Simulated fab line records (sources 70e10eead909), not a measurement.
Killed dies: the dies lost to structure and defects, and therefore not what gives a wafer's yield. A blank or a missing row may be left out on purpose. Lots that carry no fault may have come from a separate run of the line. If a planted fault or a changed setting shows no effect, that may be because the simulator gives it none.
fab line records | flow nandHarc
record lots=7 wafers=21 lastDay=34
route steps=1302 shown P_ZERO_WELL@14 END@1302
lots that met no fault: taken from a fault-free run of the same line
startH: hours from the record's first day to the start of the lot's first wafer shown | waitH: how many hours have passed since the lot's step before this one | " same as the row above | L1.1+2: several wafers, shown together as one row | - no value present, or no start provided | * or withheld: withheld | < > ~ a bound
route shown NAME@n: names a module that has steps shown in the file, with the first one's number in the route | usual: average and standard deviation across the fault-free wafers | same: alike in all rows | chamber/n: place in a boat | sites: the reading at each site | _std_site: the values' standard deviation | _edge_site: inner sites' mean taken away from outer sites' mean | radiusMm: for every site, how far away it sits from the centre of the wafer | mask NAME#n: copy n | behind: the last tool/chamber to shape the wafer | hold: reason for holding the lot/hours on hold/outcome of the hold | device: whichever transistor did not switch (one of n, p or np) | end of line: the route-end tests of the same wafers | a step given without rows: its recipe and nothing more | killed: the dies lost at the first sort to structure and to defects; this is not the yield of the wafer | map: a wafer's dies, x killed, . not, _ none there
set.NAME: the run value of the setting; set.NAME@STEP: its run value at that earlier step | model.NAME: the simulator's own value behind a step, which no gauge read
certain route steps with their lots: each step a table, each wafer a row
services: a tool's chamber out of use, with start hour (startH, from the record's first day; less than 0 if before it), hours out, and reason
## steps
# step NHARC_P_ZERO_WELL_CD_MEAS_11
# recipe targetCdNm=500 landingEnergyEv=500
# usual cdNm=499.8/1.4
# columns lot.wafer tool chamber startH waitH cdNm
L962.2 cdSem-03 0 61.24 - 501.3
L962.4 " 0 " " 501.8
L962.6 " 0 " " 502.3
L966.3 cdSem-03 0 101.33 - 501.1
L966.4 " 0 " " 499.8
L966.6 " 0 " " 502.2
L967.1 cdSem-01 0 111.23 - 500.0
L967.2 " 0 " " 500.1
L967.5 " 0 " " 498.9
L968.1 cdSem-03 0 121.11 - 498.2
L968.3 " 0 " " 498.3
L968.5 " 0 " " 499.5
L970.2 cdSem-03 0 141.12 - 499.5
L970.4 " 0 " " 501.4
L970.6 " 0 " " 500.6
L980.1 cdSem-02 0 241.11 - 499.7
L980.3 " 0 " " 498.6
L980.4 " 0 " " 499.4
L981.1 cdSem-01 0 251.24 - 497.8
L981.4 " 0 " " 497.9
L981.5 " 0 " " 498.2
# step NHARC_P_ZERO_WELL_HARDBAKE_12
# recipe tempC=118 timeS=65
# step NHARC_P_ZERO_WELL_DESCUM_13
# recipe timeS=3 o2FlowSccm=200 arFlowSccm=0 biasPowerW=0 chemistry=O2
# usual drypumpMotorCurrentA=5.6/0.3 oesProductAu=1.000/0.0075 rfVppV=57.8/0.92 showerheadPlenumPTorr=1.92/0.091 throttleValvePct=11.312/0.0087
# columns lot.wafer tool chamber startH waitH drypumpMotorCurrentA oesProductAu rfHoursCounterH rfVppV showerheadPlenumPTorr throttleValvePct
L962.2 rieDiel-02 0 61.41 - 5.6 1.001 3 58.6 1.82 11.309
L962.4 " 1 " " 5.8 0.996 3 57.3 2.08 11.310
L962.6 " 3 " " 5.2 0.993 - 57.3 1.99 11.300
L966.4 rieDiel-11 1 101.48 - 5.7 0.996 3 56.8 1.88 11.297
L966.3 " 0 " " 5.3 1.006 3 57.6 1.82 11.316
L966.6 " 1 " " 5.7 1.004 - 60.0 1.88 11.328
L967.2 rieDiel-02 0 111.39 - 5.6 1.003 20 57.6 1.81 11.311
L967.1 " 2 " " 6.0 0.997 23 57.5 1.88 11.315
L967.5 " 0 " " 5.6 1.011 - 58.4 1.82 11.324
L968.1 rieDiel-02 2 121.27 - 6.0 0.979 25 58.5 1.88 11.302
L968.3 " 3 " " 5.2 0.991 23 59.0 1.98 11.302
L968.5 " 2 " " 6.0 0.992 - 56.5 1.88 11.304
L970.2 rieDiel-04 3 141.29 - 5.0 1.008 49 57.9 1.90 11.321
L970.4 " 0 " " 5.6 0.998 48 58.0 2.01 11.325
L970.6 " 2 " " 5.9 1.004 - 59.2 1.98 11.326
L980.1 rieDiel-02 2 241.27 - 6.0 1.000 6 57.5 1.87 11.315
L980.3 " 0 " " 5.6 0.989 4 58.6 1.81 11.306
L980.4 " 1 " " 5.8 0.992 4 58.3 2.06 11.314
L981.4 rieDiel-02 2 251.40 - 6.0 1.004 11 57.7 1.87 11.316
L981.1 " 3 " " 5.2 0.997 13 58.6 1.97 11.312
L981.5 " 3 " " 5.2 0.992 - 59.2 1.97 11.324
# step NHARC_P_ZERO_WELL_ETCH_65
# recipe targetDepthA=800 overetchA=240 timeS=87.88 ionEnergyEv=200 n2FlowSccm=150 h2FlowSccm=150 arFlowSccm=0 rfW=400 biasW=150 chemistry=N2/H2
# usual drypumpMotorCurrentA=5.63/0.29 oesProductAu=0.999/0.0079 rfVppV=430.6/2.8 showerheadPlenumPTorr=2.05/0.1 throttleValvePct=14.171/0.0086
# columns lot.wafer tool chamber startH waitH drypumpMotorCurrentA oesProductAu rfHoursCounterH rfVppV showerheadPlenumPTorr throttleValvePct
L962.2 rieDiel-02 1 61.48 0.1 5.74 1.007 3 433.6 2.22 14.158
L962.4 " 0 " " 5.61 0.999 3 427.6 1.94 14.165
L962.6 " 2 " " 6.02 0.989 - 430.1 2.01 14.169
L966.4 rieDiel-11 2 101.57 0.1 5.82 1.003 4 427.3 1.91 14.161
L966.3 " 3 " " 5.73 1.002 4 433.2 2.16 14.167
L966.6 " 2 " " 5.82 0.998 - 426.8 1.91 14.175
L967.1 rieDiel-02 3 111.67 0.3 5.26 0.994 21 431.4 2.12 14.171
L967.2 " 0 " " 5.62 1.005 20 427.9 1.93 14.167
L967.5 " 3 " " 5.26 0.994 - 430.9 2.12 14.160
L968.1 rieDiel-02 0 121.35 0.1 5.64 1.008 22 427.9 1.93 14.165
L968.3 " 3 " " 5.24 0.990 23 431.1 2.12 14.157
L968.5 " 1 " " 5.80 1.003 - 434.1 2.21 14.174
L970.2 rieDiel-04 3 141.35 0.1 4.97 1.007 49 429.7 2.03 14.183
L970.4 " 1 " " 5.71 1.005 43 432.7 2.13 14.164
L970.6 " 0 " " 5.59 1.002 - 433.3 2.15 14.161
L980.1 rieDiel-02 1 241.36 0.1 5.78 1.005 4 434.1 2.20 14.150
L980.3 " 2 " " 6.01 1.001 6 428.5 1.99 14.169
L980.4 " 3 " " 5.22 1.001 6 432.4 2.11 14.167
L981.1 rieDiel-02 0 251.49 0.1 5.64 1.007 12 426.7 1.92 14.154
L981.4 " 2 " " 6.02 1.013 11 428.5 1.99 14.184
L981.5 " 0 " " 5.64 0.992 - 427.9 1.92 14.156
# step NHARC_P_ZERO_WELL_ETCH_62
# recipe targetDepthA=130 timeS=6.5 chf3FlowSccm=50 arFlowSccm=200 rfW=500 biasW=200 chemistry=CHF3/Ar
# usual drypumpMotorCurrentA=5.65/0.28 oesProductAu=0.963/0.014 rfVppV=370.8/2.6 showerheadPlenumPTorr=2.35/0.11 throttleValvePct=20.218/0.008
# columns lot.wafer tool chamber startH waitH drypumpMotorCurrentA oesProductAu rfHoursCounterH rfVppV showerheadPlenumPTorr throttleValvePct
L962.4 rieDiel-02 1 - - 5.75 0.979 3 373.4 2.53 20.227
L962.2 " 0 " " 5.65 0.977 3 367.9 2.23 20.202
L962.6 " 2 " " 6.04 0.950 - 371.2 2.31 20.223
L966.4 rieDiel-11 2 - - 5.81 0.955 4 366.7 2.20 20.232
L966.3 " 3 " " 5.71 0.953 4 373.6 2.47 20.211
L966.6 " 2 " " 5.81 0.952 - 366.5 2.20 20.222
L967.2 rieDiel-02 0 - - 5.60 0.936 20 369.3 2.23 20.219
L967.1 " 2 " " 6.02 0.947 23 370.5 2.30 20.225
L967.5 " 0 " " 5.63 0.942 - 367.6 2.23 20.220
L968.3 rieDiel-02 2 - - 6.03 0.950 25 369.2 2.30 20.235
L968.1 " 3 " " 5.23 0.958 23 374.0 2.43 20.218
L968.5 " 3 " " 5.21 0.957 - 373.9 2.43 20.218
L970.2 rieDiel-04 3 - - 4.98 0.974 49 371.3 2.33 20.229
L970.4 " 0 " " 5.63 0.984 48 372.8 2.46 20.235
L970.6 " 1 " " 5.67 0.959 - 372.8 2.44 20.228
L980.4 rieDiel-02 2 - - 6.03 0.965 6 369.9 2.29 20.217
L980.1 " 3 " " 5.24 0.960 6 372.1 2.41 20.210
L980.3 " 0 " " 5.59 0.967 5 367.4 2.22 20.209
L981.1 rieDiel-02 3 - - 5.24 0.955 13 371.6 2.41 20.233
L981.4 " 2 " " 6.01 0.954 11 370.6 2.29 20.216
L981.5 " 3 " " 5.24 0.961 - 372.7 2.41 20.223
# step NHARC_P_ZERO_WELL_ETCH_63
# recipe targetDepthA=1200 timeS=40.1 hbrFlowSccm=150 cl2FlowSccm=50 rfW=400 icpW=400 biasW=100 chemistry=HBr/Cl2
# usual drypumpMotorCurrentA=5.7/0.34 oesProductAu=0.999/0.0068 throttleValvePct=26.406/0.0076
# columns lot.wafer tool chamber startH waitH drypumpMotorCurrentA oesProductAu rfHoursCounterH throttleValvePct
L962.4 rieSi-06 0 61.67 - 5.7 0.999 1.0 26.421
L962.2 " 2 " " 5.3 0.999 1.1 26.420
L962.6 " 0 " " 5.7 1.000 - 26.410
L966.3 rieSi-06 1 101.75 - 5.9 1.020 0.2 26.404
L966.6 " 1 " " 6.0 1.016 - 26.395
L966.4 " 3 " " 5.5 1.009 - 26.413
L967.1 rieSi-06 2 111.86 - 5.4 1.000 0.1 26.406
L967.2 " 3 " " 5.5 1.008 0.1 26.409
L967.5 " 0 " " 5.7 0.999 - 26.408
L968.3 rieSi-06 1 121.52 - 6.0 1.001 0.3 26.412
L968.1 " 2 " " 5.3 0.982 0.2 26.407
L968.5 " 2 " " 5.3 0.995 - 26.392
L970.4 rieSi-04 3 141.53 - 5.9 0.995 0.5 26.402
L970.2 " 2 " " 6.4 1.001 0.7 26.400
L970.6 " 0 " " 5.6 0.998 - 26.397
L980.4 rieSi-03 1 241.53 - 5.8 1.003 0.1 26.408
L980.1 " 2 " " 5.0 1.001 0.0 26.406
L980.3 " 0 " " 5.3 0.993 0.0 26.406
L981.1 rieSi-03 2 251.65 - 5.1 0.999 0.1 26.403
L981.4 " 0 " " 5.3 1.000 0.1 26.404
L981.5 " 3 " " 5.9 0.998 - 26.413
# step NHARC_P_ZERO_WELL_STRIP_15
# recipe timeS=900 tempC=130 chemistry=SPM
# step NHARC_P_ZERO_WELL_DEHYDRATE_16
# recipe tempC=150 timeS=120
# step NHARC_P_ZERO_WELL_HMDS_17
# recipe timeS=30
# step NHARC_P_ZERO_WELL_COAT_18
# recipe spinRpm=withheld
# step NHARC_P_ZERO_WELL_SOFTBAKE_19
# recipe tempC=122 timeS=95
# step NHARC_P_ZERO_WELL_EBR_20
# step NHARC_P_ZERO_WELL_EXPOSE_21
# recipe na=0.6 targetCdNm=720 doseMj=22.31 maskId=P_NWELL
# usual exposureDoseMJCm2=22.313/0.021 focusOffsetNm=0.0/0.58
# columns lot.wafer tool chamber startH waitH mask exposureDoseMJCm2 focusOffsetNm
L962.2 krfScanner-01 0 62.35 - P_NWELL#0 22.348 -0.9
L962.4 " 0 " " P_NWELL#0 22.305 -0.6
L962.6 " 0 " " P_NWELL#0 22.321 -0.4
L966.3 krfScanner-01 - 102.60 - P_NWELL#0 - -
L966.4 " - " " P_NWELL#0 - -
L966.6 " - " " P_NWELL#0 - -
L967.1 krfScanner-03 - 112.66 - P_NWELL#0 - -
L967.2 " - " " P_NWELL#0 - -
L967.5 " - " " P_NWELL#0 - -
L968.1 krfScanner-03 - 122.17 - P_NWELL#0 - -
L968.3 " - " " P_NWELL#0 - -
L968.5 " - " " P_NWELL#0 - -
L970.2 krfScanner-03 0 142.30 - P_NWELL#0 22.307 0.0
L970.4 " 0 " " P_NWELL#0 22.306 -0.7
L970.6 " 0 " " P_NWELL#0 22.312 -0.7
L980.1 krfScanner-03 0 242.18 - P_NWELL#0 22.291 -0.6
L980.3 " 0 " " P_NWELL#0 22.350 0.1
L980.4 " 0 " " P_NWELL#0 22.292 0.2
L981.1 krfScanner-01 0 252.42 - P_NWELL#0 22.307 -0.2
L981.4 " 0 " " P_NWELL#0 22.279 -0.2
L981.5 " 0 " " P_NWELL#0 22.288 0.1
# step NHARC_P_ZERO_WELL_PEB_22
# recipe pebTempC=118 pebTimeS=85
# step NHARC_P_ZERO_WELL_DEVELOP_23
# recipe timeS=70
# step NHARC_P_ZERO_WELL_CD_MEAS_24
# recipe targetCdNm=720 landingEnergyEv=500
# usual cdNm=719.3/1.3
# columns lot.wafer tool chamber startH waitH cdNm
L962.2 cdSem-02 0 62.51 - 720.1
L962.4 " 0 " " 719.6
L962.6 " 0 " " 717.8
L966.3 cdSem-02 0 102.75 - -
L966.4 " 0 " " -
L966.6 " 0 " " -
L967.1 cdSem-03 0 112.82 - -
L967.2 " 0 " " -
L967.5 " 0 " " -
L968.1 cdSem-03 0 122.33 - -
L968.3 " 0 " " -
L968.5 " 0 " " -
L970.2 cdSem-01 0 142.46 - 718.8
L970.4 " 0 " " 718.5
L970.6 " 0 " " 718.2
L980.1 cdSem-01 0 242.34 - 719.1
L980.3 " 0 " " 720.6
L980.4 " 0 " " 718.2
L981.1 cdSem-03 0 252.58 - 719.4
L981.4 " 0 " " 718.2
L981.5 " 0 " " 721.1
# step NHARC_P_ZERO_WELL_HARDBAKE_25
# recipe tempC=125 timeS=80
# step NHARC_P_ZERO_WELL_DESCUM_26
# recipe timeS=3 o2FlowSccm=200 arFlowSccm=0 biasPowerW=0 chemistry=O2
# usual drypumpMotorCurrentA=5.62/0.29 oesProductAu=1.000/0.0077 rfVppV=57.8/0.9 showerheadPlenumPTorr=1.93/0.089 throttleValvePct=11.311/0.0097
# columns lot.wafer tool chamber startH waitH drypumpMotorCurrentA oesProductAu rfHoursCounterH rfVppV showerheadPlenumPTorr throttleValvePct model.P_ZERO_WELL.cdNm
L962.4 rieDiel-11 3 62.69 - 5.72 1.015 49 59.1 2.03 11.324 719.6
L962.2 " 0 " " 5.32 1.000 53 56.2 1.82 11.307 719.9
L962.6 " 2 " " 5.78 1.000 - 56.6 1.79 11.301 718
L966.4 rieDiel-02 3 102.91 - 5.22 0.983 18 59.2 1.99 11.296 499.5
L966.3 " 0 " " 5.61 1.001 15 57.7 1.82 11.330 500.6
L966.6 " 3 " " 5.21 0.986 - 57.1 1.99 11.313 502
L967.1 rieDiel-11 3 112.99 - 5.72 0.993 8 57.5 2.02 11.332 500.6
L967.2 " 0 " " 5.35 0.989 7 56.2 1.82 11.312 500.6
L967.5 " 3 " " 5.72 1.002 - 58.8 2.02 11.323 499.4
L968.1 rieDiel-02 1 122.49 - 5.77 0.988 24 58.9 2.07 11.320 498.7
L968.3 " 3 " " 5.23 0.994 23 58.2 1.98 11.308 498.9
L968.5 " 2 " " 6.00 0.989 - 58.0 1.88 11.306 499.4
L970.4 rieDiel-04 0 142.61 - 5.61 0.994 49 58.8 2.01 11.303 718.3
L970.2 " 1 " " 5.71 1.007 44 57.5 2.00 11.298 719
L970.6 " 1 " " 5.72 0.998 - 58.9 2.00 11.300 718.1
L980.3 rieDiel-04 0 242.52 - 5.63 0.998 16 57.3 2.00 11.310 720.3
L980.4 " 2 " " 5.96 1.000 15 58.2 1.97 11.301 718.4
L980.1 " 3 " " 4.97 0.995 16 59.0 1.89 11.302 718.3
L981.4 rieDiel-04 3 252.76 - 4.97 1.006 21 55.5 1.89 11.303 718.2
L981.1 " 0 " " 5.58 0.999 22 58.5 2.00 11.292 719.4
L981.5 " 2 " " 5.96 0.992 - 58.9 1.97 11.295 720.8
# step NHARC_P_ZERO_WELL_IMPLANT_27
# recipe energyKev=600 doseCm2=1e+13 tiltDeg=7
# step NHARC_P_ZERO_WELL_IMPLANT_57
# recipe energyKev=250 doseCm2=4e+12 tiltDeg=7
# step NHARC_P_ZERO_WELL_IMPLANT_58
# recipe energyKev=100 doseCm2=2e+12 tiltDeg=7
# step NHARC_P_ZERO_WELL_STRIP_28
# recipe timeS=840 tempC=130 chemistry=SPM
# step NHARC_P_ZERO_WELL_DEHYDRATE_29
# recipe tempC=150 timeS=120
# step NHARC_P_ZERO_WELL_HMDS_30
# recipe timeS=30
# step NHARC_P_ZERO_WELL_COAT_31
# recipe spinRpm=withheld
# step NHARC_P_ZERO_WELL_SOFTBAKE_32
# recipe tempC=122 timeS=95
# step NHARC_P_ZERO_WELL_EBR_33
# step NHARC_P_ZERO_WELL_EXPOSE_34
# recipe na=0.6 targetCdNm=720 doseMj=22.31 maskId=P_PWELL
# step NHARC_P_ZERO_WELL_PEB_35
# recipe pebTempC=118 pebTimeS=85
# step NHARC_P_ZERO_WELL_DEVELOP_36
# recipe timeS=70
# step NHARC_P_ZERO_WELL_CD_MEAS_37
# recipe targetCdNm=720 landingEnergyEv=500
# usual cdNm=720.7/1.2
# columns lot.wafer tool chamber startH waitH cdNm
L962.2 cdSem-02 0 64.15 - 719.9
L962.4 " 0 " " 720.6
L962.6 " 0 " " 719.8
L966.3 cdSem-01 0 104.43 - 722.5
L966.4 " 0 " " 724.6
L966.6 " 0 " " 722.0
L967.1 cdSem-02 0 114.50 - 721.2
L967.2 " 0 " " 721.5
L967.5 " 0 " " 722.2
L968.1 cdSem-03 0 123.98 - 718.9
L968.3 " 0 " " 718.8
L968.5 " 0 " " 719.8
L970.2 cdSem-03 0 144.10 - 719.7
L970.4 " 0 " " 721.4
L970.6 " 0 " " 718.2
L980.1 cdSem-01 0 244.00 - 719.3
L980.3 " 0 " " 720.6
L980.4 " 0 " " 721.0
L981.1 cdSem-03 0 254.22 - 721.1
L981.4 " 0 " " 719.7
L981.5 " 0 " " 720.7
# step NHARC_P_ZERO_WELL_HARDBAKE_38
# recipe tempC=125 timeS=80
# step NHARC_P_ZERO_WELL_DESCUM_39
# recipe timeS=3 o2FlowSccm=200 arFlowSccm=0 biasPowerW=0 chemistry=O2
# usual drypumpMotorCurrentA=5.62/0.29 oesProductAu=0.999/0.0084 rfVppV=57.9/0.88 showerheadPlenumPTorr=1.94/0.088 throttleValvePct=11.311/0.0089
# columns lot.wafer tool chamber startH waitH drypumpMotorCurrentA oesProductAu rfHoursCounterH rfVppV showerheadPlenumPTorr throttleValvePct
L962.2 rieDiel-04 0 64.30 - 5.63 0.995 21 58.6 2.02 11.305
L962.4 " 1 " " 5.72 1.002 19 57.1 2.01 11.306
L962.6 " 0 " " 5.63 1.003 - 59.1 2.02 11.306
L966.3 rieDiel-11 0 104.59 - 5.34 0.994 5 57.7 1.82 11.319
L966.4 " 1 " " 5.75 1.002 5 58.9 1.87 11.299
L966.6 " 1 " " 5.78 1.003 - 56.7 1.88 11.319
L967.1 rieDiel-04 0 114.66 - 5.56 1.000 42 57.0 2.01 11.316
L967.2 " 1 " " 5.71 1.008 35 60.2 2.00 11.309
L967.5 " 1 " " 5.71 1.012 - 56.8 2.00 11.314
L968.3 rieDiel-02 0 124.15 - 5.63 1.015 22 56.7 1.81 11.301
L968.1 " 2 " " 6.00 0.986 25 58.7 1.88 11.309
L968.5 " 1 " " 5.78 0.999 - 58.9 2.07 11.320
L970.4 rieDiel-11 3 144.26 - 5.73 0.999 16 58.8 2.02 11.316
L970.2 " 0 " " 5.34 0.998 15 57.7 1.81 11.314
L970.6 " 3 " " 5.72 1.002 - 57.1 2.02 11.329
L980.1 rieDiel-11 2 244.18 - 5.76 1.012 47 57.8 1.78 11.319
L980.3 " 3 " " 5.72 1.000 54 58.1 2.01 11.321
L980.4 " 0 " " 5.32 1.005 56 57.2 1.80 11.311
L981.4 rieDiel-04 1 254.39 - 5.71 0.998 21 57.9 1.98 11.322
L981.1 " 3 " " 4.97 0.994 21 57.3 1.89 11.296
L981.5 " 0 " " 5.57 1.010 - 58.0 2.00 11.290
# step NHARC_P_ZERO_WELL_IMPLANT_40
# recipe energyKev=300 doseCm2=1e+13 tiltDeg=7
# step NHARC_P_ZERO_WELL_IMPLANT_59
# recipe energyKev=120 doseCm2=5e+12 tiltDeg=7
# step NHARC_P_ZERO_WELL_IMPLANT_60
# recipe energyKev=30 doseCm2=2e+12 tiltDeg=7
# step NHARC_P_ZERO_WELL_STRIP_41
# recipe timeS=840 tempC=130 chemistry=SPM
# step NHARC_P_ZERO_WELL_DEHYDRATE_44
# recipe tempC=150 timeS=120
# step NHARC_P_ZERO_WELL_HMDS_45
# recipe timeS=30
# step NHARC_P_ZERO_WELL_COAT_46
# recipe spinRpm=withheld
# step NHARC_P_ZERO_WELL_SOFTBAKE_47
# recipe tempC=122 timeS=95
# step NHARC_P_ZERO_WELL_EBR_48
# step NHARC_P_ZERO_WELL_INSPECT_43
# usual rawDefectCount=13/5.7
# columns lot.wafer tool chamber startH waitH rawDefectCount
L962.2 defectInspect-02 - 67.48 0.5 10
L962.4 " - " " 9
L962.6 " - " " 9
L966.3 defectInspect-02 - 108.02 0.3 1081
L966.4 " - " " 1135
L966.6 " - " " 1035
L967.1 defectInspect-02 - 118.00 0.6 1105
L967.2 " - " " 1098
L967.5 " - " " 1107
L968.1 defectInspect-01 - 127.62 0.6 1144
L968.3 " - " " 1040
L968.5 " - " " 1091
L970.2 defectInspect-01 - 147.58 0.5 24
L970.4 " - " " 13
L970.6 " - " " 34
L980.1 defectInspect-01 - 247.47 0.6 7
L980.3 " - " " 8
L980.4 " - " " 8
L981.1 defectInspect-02 - 257.67 0.6 11
L981.4 " - " " 9
L981.5 " - " " 7
# step NHARC_END_SORT_01
# recipe tempC=25
# usual killedAtArray=62/16 killedAtOther=0.8/1.1 killedAtPeriphery=4/3.2 killedDies=67/16 killedOpen=3.5/1.9 killedShort=2.1/1.5
# same grossDies=677
# columns lot.wafer tool chamber startH waitH killedAtArray killedAtOther killedAtPeriphery killedDies killedOpen killedShort
L967.1 prober-01 0 672.18 2.5 73 1 603 677 7 5
L967.2 prober-01 0 672.98 2.8 65 0 612 677 6 1
L967.5 prober-01 0 675.38 3.7 66 1 610 677 5 3
# killed by level:class
L967.1 P_ZERO_WELL:areaExpose=598 A_CHANNEL_HOLE_D1:chamberFilmFlake=28 A_CHANNEL_HOLE_D2:chamberFilmFlake=25 A_STAIRCASE:chamberFilmFlake=3 A_CONTACT:chamberFilmFlake=3 A_CHANNEL_FILL_D2:chamberFilmFlake=2 A_SLIT:chamberFilmFlake=2 P_GATE:geometricParticle:open=1
L967.2 P_ZERO_WELL:areaExpose=610 A_CHANNEL_HOLE_D1:chamberFilmFlake=31 A_CHANNEL_HOLE_D2:chamberFilmFlake=19 A_SLIT:chamberFilmFlake=3 A_ONON_D1:geometricParticle:open=2 A_WL_FILL:chamberFilmFlake=2 A_CONTACT:chamberFilmFlake=2 P_M1:geometricParticle:open=1
L967.5 P_ZERO_WELL:areaExpose=605 A_CHANNEL_HOLE_D1:chamberFilmFlake=31 A_CHANNEL_HOLE_D2:chamberFilmFlake=18 A_CONTACT:chamberFilmFlake=5 P_BONDPAD:chamberFilmFlake=2 A_SLIT:chamberFilmFlake=2 A_SOURCE_PLATE:geometricParticle:open=1 A_ONON_D1:geometricParticle:short=1
# map L967.1 (x killed, . not)
____________x____________
_________xxxxxxx_________
_______xxxxxxxxxxx_______
______xxxxxxxxxxxxx______
_____xxxxxxxxxxxxxxx_____
____xxxxxxxxxxxxxxxxx____
____xxxxxxxxxxxxxxxxx____
___xxxxxxxxxxxxxxxxxxx___
___xxxxxxxxxxxxxxxxxxx___
__xxxxxxxxxxxxxxxxxxxxx__
__xxxxxxxxxxxxxxxxxxxxx__
_xxxxxxxxxxxxxxxxxxxxxxx_
_xxxxxxxxxxxxxxxxxxxxxxx_
_xxxxxxxxxxxxxxxxxxxxxxx_
_xxxxxxxxxxxxxxxxxxxxxxx_
_xxxxxxxxxxxxxxxxxxxxxxx_
xxxxxxxxxxxxxxxxxxxxxxxxx
xxxxxxxxxxxxxxxxxxxxxxxxx
xxxxxxxxxxxxxxxxxxxxxxxxx
xxxxxxxxxxxxxxxxxxxxxxxxx
xxxxxxxxxxxxxxxxxxxxxxxxx
_xxxxxxxxxxxxxxxxxxxxxxx_
_xxxxxxxxxxxxxxxxxxxxxxx_
_xxxxxxxxxxxxxxxxxxxxxxx_
_xxxxxxxxxxxxxxxxxxxxxxx_
_xxxxxxxxxxxxxxxxxxxxxxx_
__xxxxxxxxxxxxxxxxxxxxx__
__xxxxxxxxxxxxxxxxxxxxx__
___xxxxxxxxxxxxxxxxxxx___
___xxxxxxxxxxxxxxxxxxx___
____xxxxxxxxxxxxxxxxx____
____xxxxxxxxxxxxxxxxx____
_____xxxxxxxxxxxxxxx_____
______xxxxxxxxxxxxx______
_______xxxxxxxxxxx_______
_________xxxxxxx_________
____________x____________
# map L980.3 (x killed, . not)
____________.____________
_________......._________
_______..........._______
______.............______
_____........x......_____
____..............x..____
____......x..........____
___...................___
___...................___
__............x........__
__...........x.x.......__
_.............x..x......_
_....x.........xxx......_
_.............xx........_
_..............x........_
_........x...xx...x....._
..........x.....x.x...x..
..............x..........
....................x....
...............x...x.....
..x......................
_..................x...._
_....xx.......x........._
_......................._
_................x......_
_x................x....._
__.............xx.x....__
__....x..........x.....__
___..x....x..xxxxxx...___
___....x...x..xxxxxx..___
____..x......xxxxxx..____
____.....x....xxxxxx.____
_____..x....x.xxxx.x_____
______........xxx..______
_______..........._______
_________x....xx_________
____________.____________
## services
# columns tool chamber startH hours kind
rieDiel-02 - 39.85 9.0 pm
rieSi-03 - 44.00 9.0 pm
rieDiel-11 3 45.23 2.0 repair
krfScanner-03 - 52.14 4.0 pm
rieSi-06 - 72.00 9.0 pm
rieSi-04 - 80.43 0.9 repair
rieDiel-11 - 81.05 9.0 pm
rieSi-06 - 88.26 0.4 repair
rieDiel-04 2 89.98 4.5 repair
rieSi-06 2 98.94 5.8 repair
rieDiel-02 0 126.83 16.6 repair
rieDiel-02 1 135.23 5.7 repair
krfScanner-01 - 140.00 4.0 pm
rieDiel-11 - 140.51 2.1 repair
rieDiel-04 2 159.65 7.2 repair
rieSi-04 - 165.00 9.0 pm
rieDiel-04 - 177.90 9.0 pm
rieDiel-02 3 178.09 4.6 repair
rieDiel-02 2 215.23 5.5 repair
rieDiel-02 - 216.85 9.0 pm
rieSi-03 - 221.00 9.0 pm
krfScanner-03 - 224.14 4.0 pm
krfScanner-01 - 230.86 0.5 repair
rieSi-06 - 249.00 9.0 pm
## key
firstSign step=NHARC_P_ZERO_WELL_EXPOSE_21 reading=toolRecord direction=missing
effect step=NHARC_P_ZERO_WELL_CD_MEAS_24 reading=cdNm direction=missing
effect step=NHARC_P_ZERO_WELL_INSPECT_43 reading=rawDefectCount direction=up sigmas=99+ usual=13 struck=1093
effect step=NHARC_END_SORT_01 reading=killedAtPeriphery direction=up sigmas=99+ usual=4 struck=608
modelEffect step=NHARC_P_ZERO_WELL_DESCUM_26 value=P_ZERO_WELL.cdNm without=718.9 struck=500
moreKillsBornAt NHARC_P_ZERO_WELL_EXPOSE_21@krfScanner-03=1813
metAt NHARC_P_ZERO_WELL_EXPOSE_21
struckWafers L966.3,L966.4,L966.6,L967.1,L967.2,L967.5,L968.1,L968.3,L968.5
rowsEnd L966.3,L966.4,L966.6,L968.1,L968.3,L968.5
laterRowsLeftOut L967.1,L967.2,L967.5
testerLeftOut L967
onsetBetween 62.35 102.60
fault kind=skippedStepWhole tool=krfScanner-01,krfScanner-03 chamber=- onsetH=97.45 steps=NHARC_P_ZERO_WELL_EXPOSE_21 scope=struckLotsOnly
# testerLeftOut: of these lots the tester's yield and bins aren't shown, on N5 and GAA mostly nor the transistor test; their killed dies are dies lost to structure and defects alone, not to doping, threshold or leakage, so they don't give the yield
# laterRowsLeftOut: the simulator's readings of these wafers behind a module that went badly wrong aren't trusted and aren't shown, but for the sort
# rowsEnd: these wafers met a further fault down the route, and their rows from its step on are left out
